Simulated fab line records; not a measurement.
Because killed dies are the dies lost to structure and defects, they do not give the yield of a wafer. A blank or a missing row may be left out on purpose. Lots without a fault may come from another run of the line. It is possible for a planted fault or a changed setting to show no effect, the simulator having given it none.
2 desks looking at one fault -- flow n5 finfet -- only its own numbers are on each desk; what lay behind them is given at the end

THE DEFECT DESK
Lot by lot, what the route's inspections counted, given as the mean of those sampled wafers with a number. If a lot's mean is further than 4 standard deviations from the usual mean, the lot is out of limits and carries the mark OUT (the distance appears in the brackets).
Columns: A = raw defect count at N5_BEOL_M3_INSPECT_59, usual 71; B = raw defect count at N5_BEOL_M4_INSPECT_13, usual 420
lot,first seen here,A,B
L592,day 7 10:31,82,376
L593,day 7 20:11,59,337
L595,day 8 05:02,71,348
L601,day 9 14:31,53,475
L604,day 10 05:10,631 (+27) OUT,1039 (+6.2) OUT
L605,day 10 13:57,621 (+26) OUT,924 (+5.0) OUT
L607,day 11 21:34,655 (+28) OUT,1047 (+6.3) OUT
L608,day 11 21:50,74,314
L612,day 12 22:49,62,392
L613,day 13 05:26,72,554
This desk finds L604, L605, L607 out of limits, L604 being first, at day 10 05:10 (raw defect count at N5_BEOL_M3_INSPECT_59). Within limits: L592, L593, L595, L601, L608, L612, L613.

METROLOGY DESK
Means of the sampled wafers that have a number, per lot and without regard to the tool the lot ran on: this is what the gauges read. If a lot's mean is further than 4 standard deviations from the usual mean, the lot is out of limits and carries the mark OUT (the distance appears in the brackets). Of its 12 readings 7 are shown: those that lie furthest out on some lot.
Columns: A = DIBL_N at N5_BEOL_M4_RC_MEAS_101, usual 35.7 mV/V; B = DIBL_P at N5_BEOL_M4_RC_MEAS_101, usual 36.0 mV/V; C = IOFF_N at N5_BEOL_M4_RC_MEAS_101, usual 0.154 nA/um; D = ION_N at N5_BEOL_M4_RC_MEAS_101, usual 675 uA/um; E = ION_P at N5_BEOL_M4_RC_MEAS_101, usual 465 uA/um; F = VT_N at N5_BEOL_M4_RC_MEAS_101, usual 250 mV; G = VT_P at N5_BEOL_M4_RC_MEAS_101, usual -249 mV
lot,first seen here,A,B,C,D,E,F,G
L592,day 7 10:29,36.9,38.6,0.182,684,469,245,-248
L593,day 7 20:10,33.8,34.4,0.124,664,457,254,-251
L595,day 8 05:01,35.1,35.1,0.123,657,457,255,-253
L601,day 9 14:29,35.1,35.2,0.141,671,461,251,-254
L604,day 10 05:08,36.4,35.5,0.147,675,456,251,-255
L605,day 10 13:56,33.7,34.9,0.127,673,465,252,-251
L607,day 11 21:32,33.9,33.2,0.117,666,462,254,-253
L608,day 11 21:48,34.8,36.3,0.152,682,469,248,-248
L612,day 12 22:47,34.8,34.2,0.145,678,465,249,-250
L613,day 13 05:25,36.7,35.8,0.146,673,452,252,-256
This desk's finding: nothing out of limits on any of the 10 lots.

PUT TOGETHER
The defect desk could have raised an alarm at day 10 05:10, on L604, L605, L607.
At the metrology desk, nothing out of limits was observed.
The metrology desk holds a record of L604, L605, L607, inside its limits.
On pecvd-03, each named lot ran N5_BEOL_M3_PRE_CLEAN_56.

WHAT THE SIMULATOR HAD INSERTED
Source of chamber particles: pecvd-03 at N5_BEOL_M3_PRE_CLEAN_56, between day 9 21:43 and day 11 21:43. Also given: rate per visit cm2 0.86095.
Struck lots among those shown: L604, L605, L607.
Hours from the fault's start to each desk's first reading out of limits: the defect desk, 7.
